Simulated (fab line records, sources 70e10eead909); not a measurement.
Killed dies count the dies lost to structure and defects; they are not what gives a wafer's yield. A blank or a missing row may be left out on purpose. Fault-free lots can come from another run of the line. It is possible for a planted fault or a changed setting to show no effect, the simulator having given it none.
fab line records || flow nand_harc || part 2 of 2: steps 23 to 33 of 33
[record] {"lots": 5, "wafers": 15, "last_day": 33}
route steps=1302 shown A_M1@1177 A_BONDPAD@1202
lots with no fault: from the same line, run without faults
start_h: hours from the record's first day to the start of the lot's first wafer shown || wait_h: hours elapsed since this lot's preceding step || " repeats the value in the row above || L1.1+2: several wafers, shown together as one row || - value missing, or start not given || * or withheld: withheld || < > ~ a bound
route shown NAME@n: names a module that has steps shown in the file, with the first one's number in the route || usual: average and standard deviation across the fault-free wafers || same: alike in all rows || chamber/n: place in a boat || sites: the reading at each site || _std_site: standard deviation across them || _edge_site: outer sites' mean less inner sites' || radius_mm: for every site, how far away it sits from the centre of the wafer || mask NAME#n: copy n || behind: the last tool/chamber to shape the wafer || hold: why the lot was held/for how many hours/how that ended || device: the transistor (n, p or np) that didn't switch || end of line: the same wafers' tests at the end of the route || where a step has no rows: the recipe by itself || killed: not the wafer's yield, but the dies lost to structure and defects at the first sort || map: the dies of a wafer, with x for killed, . for not killed, _ for no die there
set.NAME: the setting as run; set.NAME@STEP: as run at that earlier step || model.NAME: the simulator's own value behind a step, which no gauge read
lots at selected steps of the route; one table per step, one row per wafer
services: a tool's chamber out of use, with start hour (start_h, from the record's first day; less than 0 if before it), hours out, and reason
[[steps]]
[step NHARC_A_M1_PRE_CLEAN_32]
[recipe] {"time_s": 12, "temp_c": 370, "rf_power_w": 300, "gas": "NH3"}
[usual] {"heater_power_w": "646/72"}
{"lot.wafer": "L075.2", "tool": "pecvd-01", "chamber": 2, "start_h": 539.37, "wait_h": 0.1, "heater_power_w": 673}
{"lot.wafer": "L075.6", "tool": "pecvd-01", "chamber": 2, "start_h": 539.37, "wait_h": 0.1, "heater_power_w": 667}
{"lot.wafer": "L075.4", "tool": "pecvd-01", "chamber": 0, "start_h": 539.37, "wait_h": 0.1, "heater_power_w": 530}
{"lot.wafer": "L078.4", "tool": "pecvd-03", "chamber": 1, "start_h": 565.23, "wait_h": 0.1, "heater_power_w": 600}
{"lot.wafer": "L078.6", "tool": "pecvd-03", "chamber": 2, "start_h": 565.23, "wait_h": 0.1, "heater_power_w": 731}
{"lot.wafer": "L078.5", "tool": "pecvd-03", "chamber": 0, "start_h": 565.23, "wait_h": 0.1, "heater_power_w": 510}
{"lot.wafer": "L082.1", "tool": "pecvd-04", "chamber": 2, "start_h": 604.00, "wait_h": 0.1, "heater_power_w": 635}
{"lot.wafer": "L082.6", "tool": "pecvd-04", "chamber": 0, "start_h": 604.00, "wait_h": 0.1, "heater_power_w": 657}
{"lot.wafer": "L082.4", "tool": "pecvd-04", "chamber": 1, "start_h": 604.00, "wait_h": 0.1, "heater_power_w": 809}
{"lot.wafer": "L085.3", "tool": "pecvd-01", "chamber": 2, "start_h": 634.92, "wait_h": 0.1, "heater_power_w": 750}
{"lot.wafer": "L085.4", "tool": "pecvd-01", "chamber": 0, "start_h": 634.92, "wait_h": 0.1, "heater_power_w": 574}
{"lot.wafer": "L085.5", "tool": "pecvd-01", "chamber": 1, "start_h": 634.92, "wait_h": 0.1, "heater_power_w": 622}
{"lot.wafer": "L096.1", "tool": "pecvd-01", "chamber": 2, "start_h": 746.92, "wait_h": 0.1, "heater_power_w": 661}
{"lot.wafer": "L096.6", "tool": "pecvd-01", "chamber": 1, "start_h": 746.92, "wait_h": 0.1, "heater_power_w": 643}
{"lot.wafer": "L096.4", "tool": "pecvd-01", "chamber": 2, "start_h": 746.92, "wait_h": 0.1, "heater_power_w": 665}
[step NHARC_A_M1_DEP_33]
[recipe] {"target_thk_a": 300, "temp_c": 370, "target_thk_nm": 30, "pressure_torr": 3, "flow_sccm": 200, "rf_w": 450, "material": "SiCN"}
[usual] {"heater_power_w": "591/73", "showerhead_vpp_V": "1310/50"}
{"lot.wafer": "L075.2", "tool": "pecvd-01", "chamber": 2, "start_h": 539.45, "wait_h": 0.1, "heater_power_w": 694, "showerhead_vpp_V": 1213}
{"lot.wafer": "L075.6", "tool": "pecvd-01", "chamber": 2, "start_h": 539.45, "wait_h": 0.1, "heater_power_w": 682, "showerhead_vpp_V": 1214}
{"lot.wafer": "L075.4", "tool": "pecvd-01", "chamber": 0, "start_h": 539.45, "wait_h": 0.1, "heater_power_w": 494, "showerhead_vpp_V": 1322}
{"lot.wafer": "L078.4", "tool": "pecvd-03", "chamber": 1, "start_h": 565.40, "wait_h": 0.2, "heater_power_w": 605, "showerhead_vpp_V": 1345}
{"lot.wafer": "L078.6", "tool": "pecvd-03", "chamber": 2, "start_h": 565.40, "wait_h": 0.2, "heater_power_w": 651, "showerhead_vpp_V": 1357}
{"lot.wafer": "L078.5", "tool": "pecvd-03", "chamber": 0, "start_h": 565.40, "wait_h": 0.2, "heater_power_w": 531, "showerhead_vpp_V": 1253}
{"lot.wafer": "L082.1", "tool": "pecvd-04", "chamber": 2, "start_h": 604.13, "wait_h": 0.1, "heater_power_w": 585, "showerhead_vpp_V": 1277}
{"lot.wafer": "L082.6", "tool": "pecvd-04", "chamber": 0, "start_h": 604.13, "wait_h": 0.1, "heater_power_w": 600, "showerhead_vpp_V": 1290}
{"lot.wafer": "L082.4", "tool": "pecvd-04", "chamber": 1, "start_h": 604.13, "wait_h": 0.1, "heater_power_w": 715, "showerhead_vpp_V": 1346}
{"lot.wafer": "L085.3", "tool": "pecvd-01", "chamber": 2, "start_h": 635.06, "wait_h": 0.1, "heater_power_w": 663, "showerhead_vpp_V": 1213}
{"lot.wafer": "L085.4", "tool": "pecvd-01", "chamber": 0, "start_h": 635.06, "wait_h": 0.1, "heater_power_w": 538, "showerhead_vpp_V": 1344}
{"lot.wafer": "L085.5", "tool": "pecvd-01", "chamber": 1, "start_h": 635.06, "wait_h": 0.1, "heater_power_w": 650, "showerhead_vpp_V": 1326}
{"lot.wafer": "L096.1", "tool": "pecvd-01", "chamber": 2, "start_h": 747.06, "wait_h": 0.1, "heater_power_w": 620, "showerhead_vpp_V": 1207}
{"lot.wafer": "L096.6", "tool": "pecvd-01", "chamber": 1, "start_h": 747.06, "wait_h": 0.1, "heater_power_w": 591, "showerhead_vpp_V": 1313}
{"lot.wafer": "L096.4", "tool": "pecvd-01", "chamber": 2, "start_h": 747.06, "wait_h": 0.1, "heater_power_w": 603, "showerhead_vpp_V": 1209}
[step NHARC_A_BONDPAD_DEP_00]
[recipe] {"target_thk_a": 2500, "temp_c": 370, "target_thk_nm": 250, "pressure_torr": 3, "flow_sccm": 200, "rf_w": 450, "material": "SiCN"}
[usual] {"heater_power_w": "585/70", "showerhead_vpp_V": "1312/53"}
{"lot.wafer": "L075.2", "tool": "pecvd-04", "chamber": 2, "start_h": 540.01, "wait_h": "-", "heater_power_w": 508, "showerhead_vpp_V": 1270}
{"lot.wafer": "L075.6", "tool": "pecvd-04", "chamber": 2, "start_h": 540.01, "wait_h": "-", "heater_power_w": 523, "showerhead_vpp_V": 1283}
{"lot.wafer": "L075.4", "tool": "pecvd-04", "chamber": 1, "start_h": 540.01, "wait_h": "-", "heater_power_w": 719, "showerhead_vpp_V": 1365}
{"lot.wafer": "L078.5", "tool": "pecvd-03", "chamber": 2, "start_h": "-", "wait_h": "-", "heater_power_w": 649, "showerhead_vpp_V": 1372}
{"lot.wafer": "L078.4", "tool": "pecvd-03", "chamber": 0, "start_h": "-", "wait_h": "-", "heater_power_w": 521, "showerhead_vpp_V": 1235}
{"lot.wafer": "L078.6", "tool": "pecvd-03", "chamber": 1, "start_h": "-", "wait_h": "-", "heater_power_w": 588, "showerhead_vpp_V": 1352}
{"lot.wafer": "L082.1", "tool": "pecvd-02", "chamber": 1, "start_h": 604.65, "wait_h": "-", "heater_power_w": 676, "showerhead_vpp_V": 1214}
{"lot.wafer": "L082.4", "tool": "pecvd-02", "chamber": 0, "start_h": 604.65, "wait_h": "-", "heater_power_w": 556, "showerhead_vpp_V": 1377}
{"lot.wafer": "L082.6", "tool": "pecvd-02", "chamber": 1, "start_h": 604.65, "wait_h": "-", "heater_power_w": 690, "showerhead_vpp_V": 1224}
{"lot.wafer": "L085.3", "tool": "pecvd-03", "chamber": 0, "start_h": 635.57, "wait_h": "-", "heater_power_w": 510, "showerhead_vpp_V": 1234}
{"lot.wafer": "L085.5", "tool": "pecvd-03", "chamber": 0, "start_h": 635.57, "wait_h": "-", "heater_power_w": 510, "showerhead_vpp_V": 1273}
{"lot.wafer": "L085.4", "tool": "pecvd-03", "chamber": 1, "start_h": 635.57, "wait_h": "-", "heater_power_w": 600, "showerhead_vpp_V": 1345}
{"lot.wafer": "L096.1", "tool": "pecvd-04", "chamber": 0, "start_h": 747.57, "wait_h": "-", "heater_power_w": 612, "showerhead_vpp_V": 1326}
{"lot.wafer": "L096.4", "tool": "pecvd-04", "chamber": 2, "start_h": 747.57, "wait_h": "-", "heater_power_w": 547, "showerhead_vpp_V": 1251}
{"lot.wafer": "L096.6", "tool": "pecvd-04", "chamber": 1, "start_h": 747.57, "wait_h": "-", "heater_power_w": 655, "showerhead_vpp_V": 1348}
[step NHARC_A_BONDPAD_CMP_29]
[recipe] {"target_thk_nm": 200, "material": "SiCN"}
[usual] {"motor_current_A": "12.2/1.3", "retaining_ring_pressure_frac": "1.000/0.005"}
{"lot.wafer": "L075.4", "tool": "cmp-02", "chamber": 2, "start_h": 540.44, "wait_h": "-", "motor_current_A": 12.9, "retaining_ring_pressure_frac": 1.000}
{"lot.wafer": "L075.2", "tool": "cmp-02", "chamber": 3, "start_h": 540.44, "wait_h": "-", "motor_current_A": 11.4, "retaining_ring_pressure_frac": 1.010}
{"lot.wafer": "L075.6", "tool": "cmp-02", "chamber": 1, "start_h": 540.44, "wait_h": "-", "motor_current_A": 12.1, "retaining_ring_pressure_frac": 0.997}
{"lot.wafer": "L078.4", "tool": "cmp-01", "chamber": 1, "start_h": 566.28, "wait_h": "-", "motor_current_A": 12.7, "retaining_ring_pressure_frac": 1.002}
{"lot.wafer": "L078.5", "tool": "cmp-01", "chamber": 3, "start_h": 566.28, "wait_h": "-", "motor_current_A": 11.5, "retaining_ring_pressure_frac": 1.006}
{"lot.wafer": "L078.6", "tool": "cmp-01", "chamber": 0, "start_h": 566.28, "wait_h": "-", "motor_current_A": 12.2, "retaining_ring_pressure_frac": 0.995}
{"lot.wafer": "L082.4", "tool": "cmp-01", "chamber": 1, "start_h": 605.03, "wait_h": "-", "motor_current_A": 12.2, "retaining_ring_pressure_frac": 0.996}
{"lot.wafer": "L082.1", "tool": "cmp-01", "chamber": 3, "start_h": 605.03, "wait_h": "-", "motor_current_A": 11.8, "retaining_ring_pressure_frac": 0.999}
{"lot.wafer": "L082.6", "tool": "cmp-01", "chamber": 0, "start_h": 605.03, "wait_h": "-", "motor_current_A": 12.0, "retaining_ring_pressure_frac": 0.993}
{"lot.wafer": "L085.4", "tool": "cmp-02", "chamber": 1, "start_h": 635.98, "wait_h": "-", "motor_current_A": 12.1, "retaining_ring_pressure_frac": 1.004}
{"lot.wafer": "L085.3", "tool": "cmp-02", "chamber": 2, "start_h": 635.98, "wait_h": "-", "motor_current_A": 13.6, "retaining_ring_pressure_frac": 0.999}
{"lot.wafer": "L085.5", "tool": "cmp-02", "chamber": 0, "start_h": 635.98, "wait_h": "-", "motor_current_A": 11.0, "retaining_ring_pressure_frac": 0.996}
{"lot.wafer": "L096.1", "tool": "cmp-01", "chamber": 1, "start_h": 747.96, "wait_h": "-", "motor_current_A": 11.9, "retaining_ring_pressure_frac": 1.000}
{"lot.wafer": "L096.4", "tool": "cmp-01", "chamber": 3, "start_h": 747.96, "wait_h": "-", "motor_current_A": 11.5, "retaining_ring_pressure_frac": 1.005}
{"lot.wafer": "L096.6", "tool": "cmp-01", "chamber": 0, "start_h": 747.96, "wait_h": "-", "motor_current_A": 12.2, "retaining_ring_pressure_frac": 1.004}
[step NHARC_A_BONDPAD_THK_MEAS_30]
[recipe] {"thk_meas_gauge": "ellipsometry"}
[usual] {"thk_nm": "200.4/1.5"}
{"lot.wafer": "L075.2", "tool": "film_metro-01", "chamber": "-", "start_h": 540.67, "wait_h": 0.2, "thk_nm": 200.2}
{"lot.wafer": "L075.4", "tool": "film_metro-01", "chamber": "-", "start_h": 540.67, "wait_h": 0.2, "thk_nm": 201.4}
{"lot.wafer": "L075.6", "tool": "film_metro-01", "chamber": "-", "start_h": 540.67, "wait_h": 0.2, "thk_nm": 201.3}
{"lot.wafer": "L078.4", "tool": "film_metro-02", "chamber": "-", "start_h": 566.49, "wait_h": 0.2, "thk_nm": 201.0}
{"lot.wafer": "L078.5", "tool": "film_metro-02", "chamber": "-", "start_h": 566.49, "wait_h": 0.2, "thk_nm": 199.7}
{"lot.wafer": "L078.6", "tool": "film_metro-02", "chamber": "-", "start_h": 566.49, "wait_h": 0.2, "thk_nm": 201.1}
{"lot.wafer": "L082.1", "tool": "film_metro-01", "chamber": "-", "start_h": 605.26, "wait_h": 0.1, "thk_nm": 200.4}
{"lot.wafer": "L082.4", "tool": "film_metro-01", "chamber": "-", "start_h": 605.26, "wait_h": 0.1, "thk_nm": 199.4}
{"lot.wafer": "L082.6", "tool": "film_metro-01", "chamber": "-", "start_h": 605.26, "wait_h": 0.1, "thk_nm": 200.1}
{"lot.wafer": "L085.3", "tool": "film_metro-02", "chamber": "-", "start_h": 636.18, "wait_h": 0.2, "thk_nm": 201.6}
{"lot.wafer": "L085.4", "tool": "film_metro-02", "chamber": "-", "start_h": 636.18, "wait_h": 0.2, "thk_nm": 200.6}
{"lot.wafer": "L085.5", "tool": "film_metro-02", "chamber": "-", "start_h": 636.18, "wait_h": 0.2, "thk_nm": 201.9}
{"lot.wafer": "L096.1", "tool": "film_metro-02", "chamber": "-", "start_h": 748.18, "wait_h": 0.2, "thk_nm": 199.2}
{"lot.wafer": "L096.4", "tool": "film_metro-02", "chamber": "-", "start_h": 748.18, "wait_h": 0.2, "thk_nm": 199.5}
{"lot.wafer": "L096.6", "tool": "film_metro-02", "chamber": "-", "start_h": 748.18, "wait_h": 0.2, "thk_nm": 200.3}
[step NHARC_A_BONDPAD_SRD_31]
{"lot.wafer": "L075.2+6+4", "tool": "wet_bench-08", "chamber": "4,5,6", "start_h": 540.72, "wait_h": 0.1}
{"lot.wafer": "L078.6+4+5", "tool": "wet_bench-08", "chamber": "2,3,5", "start_h": 566.53, "wait_h": 0.0}
{"lot.wafer": "L082.6+1+4", "tool": "wet_bench-10", "chamber": "7,0,1", "start_h": 605.31, "wait_h": 0.0}
{"lot.wafer": "L085.3+5+4", "tool": "wet_bench-10", "chamber": "3,4,7", "start_h": 636.22, "wait_h": 0.0}
{"lot.wafer": "L096.1+6+4", "tool": "wet_bench-08", "chamber": "6,1,2", "start_h": 748.22, "wait_h": 0.0}
[step NHARC_A_BONDPAD_DEHYDRATE_01]
[recipe] {"temp_c": 150, "time_s": 120}
[usual] {"chill_plate_temp_C": "23.01/0.11"}
{"lot.wafer": "L075.2", "tool": "litho_track-05", "chamber": 0, "start_h": 540.79, "wait_h": 0.1, "chill_plate_temp_C": 23.13}
{"lot.wafer": "L075.4", "tool": "litho_track-05", "chamber": 0, "start_h": 540.79, "wait_h": 0.1, "chill_plate_temp_C": 23.10}
{"lot.wafer": "L075.6", "tool": "litho_track-05", "chamber": 0, "start_h": 540.79, "wait_h": 0.1, "chill_plate_temp_C": 23.08}
{"lot.wafer": "L078.4", "tool": "litho_track-05", "chamber": 0, "start_h": 566.61, "wait_h": 0.1, "chill_plate_temp_C": 22.91}
{"lot.wafer": "L078.5", "tool": "litho_track-05", "chamber": 0, "start_h": 566.61, "wait_h": 0.1, "chill_plate_temp_C": 22.91}
{"lot.wafer": "L078.6", "tool": "litho_track-05", "chamber": 0, "start_h": 566.61, "wait_h": 0.1, "chill_plate_temp_C": 22.87}
{"lot.wafer": "L082.1", "tool": "litho_track-05", "chamber": 0, "start_h": 605.38, "wait_h": 0.1, "chill_plate_temp_C": 23.29}
{"lot.wafer": "L082.4", "tool": "litho_track-05", "chamber": 0, "start_h": 605.38, "wait_h": 0.1, "chill_plate_temp_C": 23.25}
{"lot.wafer": "L082.6", "tool": "litho_track-05", "chamber": 0, "start_h": 605.38, "wait_h": 0.1, "chill_plate_temp_C": 23.17}
{"lot.wafer": "L085.3", "tool": "litho_track-02", "chamber": 0, "start_h": 636.33, "wait_h": 0.1, "chill_plate_temp_C": 22.83}
{"lot.wafer": "L085.4", "tool": "litho_track-02", "chamber": 0, "start_h": 636.33, "wait_h": 0.1, "chill_plate_temp_C": 22.99}
{"lot.wafer": "L085.5", "tool": "litho_track-02", "chamber": 0, "start_h": 636.33, "wait_h": 0.1, "chill_plate_temp_C": 23.06}
{"lot.wafer": "L096.1", "tool": "litho_track-05", "chamber": 0, "start_h": 748.30, "wait_h": 0.1, "chill_plate_temp_C": 22.81}
{"lot.wafer": "L096.4", "tool": "litho_track-05", "chamber": 0, "start_h": 748.30, "wait_h": 0.1, "chill_plate_temp_C": 22.89}
{"lot.wafer": "L096.6", "tool": "litho_track-05", "chamber": 0, "start_h": 748.30, "wait_h": 0.1, "chill_plate_temp_C": 22.95}
[step NHARC_A_BONDPAD_HMDS_02]
[recipe] {"time_s": 30}
[usual] {"chill_plate_temp_C": "22.99/0.088"}
{"lot.wafer": "L075.2", "tool": "litho_track-05", "chamber": 0, "start_h": "-", "wait_h": "-", "chill_plate_temp_C": 23.01}
{"lot.wafer": "L075.4", "tool": "litho_track-05", "chamber": 0, "start_h": "-", "wait_h": "-", "chill_plate_temp_C": 22.98}
{"lot.wafer": "L075.6", "tool": "litho_track-05", "chamber": 0, "start_h": "-", "wait_h": "-", "chill_plate_temp_C": 22.93}
{"lot.wafer": "L078.4", "tool": "litho_track-05", "chamber": 0, "start_h": "-", "wait_h": "-", "chill_plate_temp_C": 23.04}
{"lot.wafer": "L078.5", "tool": "litho_track-05", "chamber": 0, "start_h": "-", "wait_h": "-", "chill_plate_temp_C": 22.96}
{"lot.wafer": "L078.6", "tool": "litho_track-05", "chamber": 0, "start_h": "-", "wait_h": "-", "chill_plate_temp_C": 22.97}
{"lot.wafer": "L082.1", "tool": "litho_track-05", "chamber": 0, "start_h": "-", "wait_h": "-", "chill_plate_temp_C": 22.93}
{"lot.wafer": "L082.4", "tool": "litho_track-05", "chamber": 0, "start_h": "-", "wait_h": "-", "chill_plate_temp_C": 22.79}
{"lot.wafer": "L082.6", "tool": "litho_track-05", "chamber": 0, "start_h": "-", "wait_h": "-", "chill_plate_temp_C": 23.04}
{"lot.wafer": "L085.3", "tool": "litho_track-02", "chamber": 0, "start_h": "-", "wait_h": "-", "chill_plate_temp_C": 22.88}
{"lot.wafer": "L085.4", "tool": "litho_track-02", "chamber": 0, "start_h": "-", "wait_h": "-", "chill_plate_temp_C": 22.87}
{"lot.wafer": "L085.5", "tool": "litho_track-02", "chamber": 0, "start_h": "-", "wait_h": "-", "chill_plate_temp_C": 23.11}
{"lot.wafer": "L096.1", "tool": "litho_track-05", "chamber": 0, "start_h": "-", "wait_h": "-", "chill_plate_temp_C": 23.01}
{"lot.wafer": "L096.4", "tool": "litho_track-05", "chamber": 0, "start_h": "-", "wait_h": "-", "chill_plate_temp_C": 22.94}
{"lot.wafer": "L096.6", "tool": "litho_track-05", "chamber": 0, "start_h": "-", "wait_h": "-", "chill_plate_temp_C": 23.07}
[step NHARC_A_BONDPAD_COAT_33]
[recipe] {"temp_c": 200, "time_s": 65}
[usual] {"chill_plate_temp_C": "23.01/0.12"}
{"lot.wafer": "L075.2", "tool": "litho_track-05", "chamber": 0, "start_h": "-", "wait_h": "-", "chill_plate_temp_C": 23.22}
{"lot.wafer": "L075.4", "tool": "litho_track-05", "chamber": 0, "start_h": "-", "wait_h": "-", "chill_plate_temp_C": 23.15}
{"lot.wafer": "L075.6", "tool": "litho_track-05", "chamber": 0, "start_h": "-", "wait_h": "-", "chill_plate_temp_C": 23.13}
{"lot.wafer": "L078.4", "tool": "litho_track-05", "chamber": 0, "start_h": "-", "wait_h": "-", "chill_plate_temp_C": 22.99}
{"lot.wafer": "L078.5", "tool": "litho_track-05", "chamber": 0, "start_h": "-", "wait_h": "-", "chill_plate_temp_C": 23.04}
{"lot.wafer": "L078.6", "tool": "litho_track-05", "chamber": 0, "start_h": "-", "wait_h": "-", "chill_plate_temp_C": 23.11}
{"lot.wafer": "L082.1", "tool": "litho_track-05", "chamber": 0, "start_h": "-", "wait_h": "-", "chill_plate_temp_C": 22.98}
{"lot.wafer": "L082.4", "tool": "litho_track-05", "chamber": 0, "start_h": "-", "wait_h": "-", "chill_plate_temp_C": 22.98}
{"lot.wafer": "L082.6", "tool": "litho_track-05", "chamber": 0, "start_h": "-", "wait_h": "-", "chill_plate_temp_C": 23.02}
{"lot.wafer": "L085.3", "tool": "litho_track-02", "chamber": 0, "start_h": "-", "wait_h": "-", "chill_plate_temp_C": 22.97}
{"lot.wafer": "L085.4", "tool": "litho_track-02", "chamber": 0, "start_h": "-", "wait_h": "-", "chill_plate_temp_C": 22.78}
{"lot.wafer": "L085.5", "tool": "litho_track-02", "chamber": 0, "start_h": "-", "wait_h": "-", "chill_plate_temp_C": 22.90}
{"lot.wafer": "L096.1", "tool": "litho_track-05", "chamber": 0, "start_h": "-", "wait_h": "-", "chill_plate_temp_C": 22.94}
{"lot.wafer": "L096.4", "tool": "litho_track-05", "chamber": 0, "start_h": "-", "wait_h": "-", "chill_plate_temp_C": 23.08}
{"lot.wafer": "L096.6", "tool": "litho_track-05", "chamber": 0, "start_h": "-", "wait_h": "-", "chill_plate_temp_C": 22.94}
[step NHARC_A_BONDPAD_COAT_03]
[recipe] {"spin_rpm": 2000, "resist_thk_nm": 600}
[usual] {"chill_plate_temp_C": "22.99/0.087", "dispense_pressure_kPa": "53.1/3"}
{"lot.wafer": "L075.2", "tool": "litho_track-05", "chamber": 0, "start_h": "-", "wait_h": "-", "chill_plate_temp_C": 23.11, "dispense_pressure_kPa": 56.1}
{"lot.wafer": "L075.4", "tool": "litho_track-05", "chamber": 0, "start_h": "-", "wait_h": "-", "chill_plate_temp_C": 23.08, "dispense_pressure_kPa": 56.1}
{"lot.wafer": "L075.6", "tool": "litho_track-05", "chamber": 0, "start_h": "-", "wait_h": "-", "chill_plate_temp_C": 22.94, "dispense_pressure_kPa": 56.1}
{"lot.wafer": "L078.4", "tool": "litho_track-05", "chamber": 0, "start_h": "-", "wait_h": "-", "chill_plate_temp_C": 22.98, "dispense_pressure_kPa": 56.0}
{"lot.wafer": "L078.5", "tool": "litho_track-05", "chamber": 0, "start_h": "-", "wait_h": "-", "chill_plate_temp_C": 22.95, "dispense_pressure_kPa": 56.0}
{"lot.wafer": "L078.6", "tool": "litho_track-05", "chamber": 0, "start_h": "-", "wait_h": "-", "chill_plate_temp_C": 22.85, "dispense_pressure_kPa": 56.0}
{"lot.wafer": "L082.1", "tool": "litho_track-05", "chamber": 0, "start_h": "-", "wait_h": "-", "chill_plate_temp_C": 22.99, "dispense_pressure_kPa": 56.1}
{"lot.wafer": "L082.4", "tool": "litho_track-05", "chamber": 0, "start_h": "-", "wait_h": "-", "chill_plate_temp_C": 22.99, "dispense_pressure_kPa": 56.1}
{"lot.wafer": "L082.6", "tool": "litho_track-05", "chamber": 0, "start_h": "-", "wait_h": "-", "chill_plate_temp_C": 23.05, "dispense_pressure_kPa": 56.1}
{"lot.wafer": "L085.3", "tool": "litho_track-02", "chamber": 0, "start_h": "-", "wait_h": "-", "chill_plate_temp_C": 23.01, "dispense_pressure_kPa": 50.7}
{"lot.wafer": "L085.4", "tool": "litho_track-02", "chamber": 0, "start_h": "-", "wait_h": "-", "chill_plate_temp_C": 23.04, "dispense_pressure_kPa": 50.7}
{"lot.wafer": "L085.5", "tool": "litho_track-02", "chamber": 0, "start_h": "-", "wait_h": "-", "chill_plate_temp_C": 22.91, "dispense_pressure_kPa": 50.7}
{"lot.wafer": "L096.1", "tool": "litho_track-05", "chamber": 0, "start_h": "-", "wait_h": "-", "chill_plate_temp_C": 23.04, "dispense_pressure_kPa": 56.1}
{"lot.wafer": "L096.4", "tool": "litho_track-05", "chamber": 0, "start_h": "-", "wait_h": "-", "chill_plate_temp_C": 23.03, "dispense_pressure_kPa": 56.1}
{"lot.wafer": "L096.6", "tool": "litho_track-05", "chamber": 0, "start_h": "-", "wait_h": "-", "chill_plate_temp_C": 23.12, "dispense_pressure_kPa": 56.0}
[step NHARC_A_BONDPAD_SOFTBAKE_04]
[recipe] {"temp_c": 125, "time_s": 70}
[usual] {"chill_plate_temp_C": "22.97/0.092"}
{"lot.wafer": "L075.2", "tool": "litho_track-05", "chamber": 0, "start_h": "-", "wait_h": "-", "chill_plate_temp_C": 23.00}
{"lot.wafer": "L075.4", "tool": "litho_track-05", "chamber": 0, "start_h": "-", "wait_h": "-", "chill_plate_temp_C": 22.87}
{"lot.wafer": "L075.6", "tool": "litho_track-05", "chamber": 0, "start_h": "-", "wait_h": "-", "chill_plate_temp_C": 22.89}
{"lot.wafer": "L078.4", "tool": "litho_track-05", "chamber": 0, "start_h": "-", "wait_h": "-", "chill_plate_temp_C": 23.03}
{"lot.wafer": "L078.5", "tool": "litho_track-05", "chamber": 0, "start_h": "-", "wait_h": "-", "chill_plate_temp_C": 22.87}
{"lot.wafer": "L078.6", "tool": "litho_track-05", "chamber": 0, "start_h": "-", "wait_h": "-", "chill_plate_temp_C": 22.98}
{"lot.wafer": "L082.1", "tool": "litho_track-05", "chamber": 0, "start_h": "-", "wait_h": "-", "chill_plate_temp_C": 22.80}
{"lot.wafer": "L082.4", "tool": "litho_track-05", "chamber": 0, "start_h": "-", "wait_h": "-", "chill_plate_temp_C": 22.78}
{"lot.wafer": "L082.6", "tool": "litho_track-05", "chamber": 0, "start_h": "-", "wait_h": "-", "chill_plate_temp_C": 22.98}
{"lot.wafer": "L085.3", "tool": "litho_track-02", "chamber": 0, "start_h": "-", "wait_h": "-", "chill_plate_temp_C": 23.01}
{"lot.wafer": "L085.4", "tool": "litho_track-02", "chamber": 0, "start_h": "-", "wait_h": "-", "chill_plate_temp_C": 23.03}
{"lot.wafer": "L085.5", "tool": "litho_track-02", "chamber": 0, "start_h": "-", "wait_h": "-", "chill_plate_temp_C": 23.01}
{"lot.wafer": "L096.1", "tool": "litho_track-05", "chamber": 0, "start_h": "-", "wait_h": "-", "chill_plate_temp_C": 22.97}
{"lot.wafer": "L096.4", "tool": "litho_track-05", "chamber": 0, "start_h": "-", "wait_h": "-", "chill_plate_temp_C": 22.98}
{"lot.wafer": "L096.6", "tool": "litho_track-05", "chamber": 0, "start_h": "-", "wait_h": "-", "chill_plate_temp_C": 23.16}
[[services]]
{"tool": "rie_diel-10", "chamber": 0, "start_h": 513.53, "hours": 2.7, "kind": "repair"}
{"tool": "pvd_sputter-03", "chamber": "-", "start_h": 526.00, "hours": 10.0, "kind": "pm"}
{"tool": "rie_diel-08", "chamber": "-", "start_h": 527.47, "hours": 18.9, "kind": "repair"}
{"tool": "litho_track-06", "chamber": "-", "start_h": 529.00, "hours": 7.0, "kind": "pm"}
{"tool": "rie_diel-10", "chamber": 3, "start_h": 531.71, "hours": 2.8, "kind": "repair"}
{"tool": "rie_diel-08", "chamber": "-", "start_h": 546.40, "hours": 9.0, "kind": "pm"}
{"tool": "pvd_sputter-01", "chamber": "-", "start_h": 549.71, "hours": 0.5, "kind": "repair"}
{"tool": "rie_diel-10", "chamber": 1, "start_h": 565.34, "hours": 10.9, "kind": "repair"}
{"tool": "pvd_sputter-01", "chamber": "-", "start_h": 582.00, "hours": 10.0, "kind": "pm"}
{"tool": "rie_diel-10", "chamber": "-", "start_h": 596.51, "hours": 9.0, "kind": "pm"}
{"tool": "rie_diel-08", "chamber": "-", "start_h": 609.14, "hours": 0.7, "kind": "repair"}
{"tool": "rie_diel-10", "chamber": 2, "start_h": 609.23, "hours": 2.6, "kind": "repair"}
{"tool": "rie_diel-09", "chamber": "-", "start_h": 641.21, "hours": 0.4, "kind": "repair"}
{"tool": "wet_bench-08", "chamber": "-", "start_h": 647.07, "hours": 8.0, "kind": "pm"}
{"tool": "litho_track-05", "chamber": "-", "start_h": 649.02, "hours": 7.0, "kind": "pm"}
{"tool": "rie_diel-10", "chamber": 1, "start_h": 657.06, "hours": 2.6, "kind": "repair"}
{"tool": "wet_bench-10", "chamber": "-", "start_h": 663.20, "hours": 8.0, "kind": "pm"}
{"tool": "rie_diel-09", "chamber": "-", "start_h": 674.10, "hours": 9.0, "kind": "pm"}
{"tool": "pvd_sputter-03", "chamber": "-", "start_h": 678.03, "hours": 1.9, "kind": "repair"}
{"tool": "pvd_sputter-03", "chamber": "-", "start_h": 704.00, "hours": 10.0, "kind": "pm"}
{"tool": "rie_diel-09", "chamber": 2, "start_h": 710.07, "hours": 6.8, "kind": "repair"}
{"tool": "rie_diel-10", "chamber": 1, "start_h": 717.74, "hours": 3.8, "kind": "repair"}
{"tool": "rie_diel-09", "chamber": "-", "start_h": 726.06, "hours": 2.6, "kind": "repair"}
{"tool": "rie_diel-10", "chamber": 0, "start_h": 745.69, "hours": 4.3, "kind": "repair"}
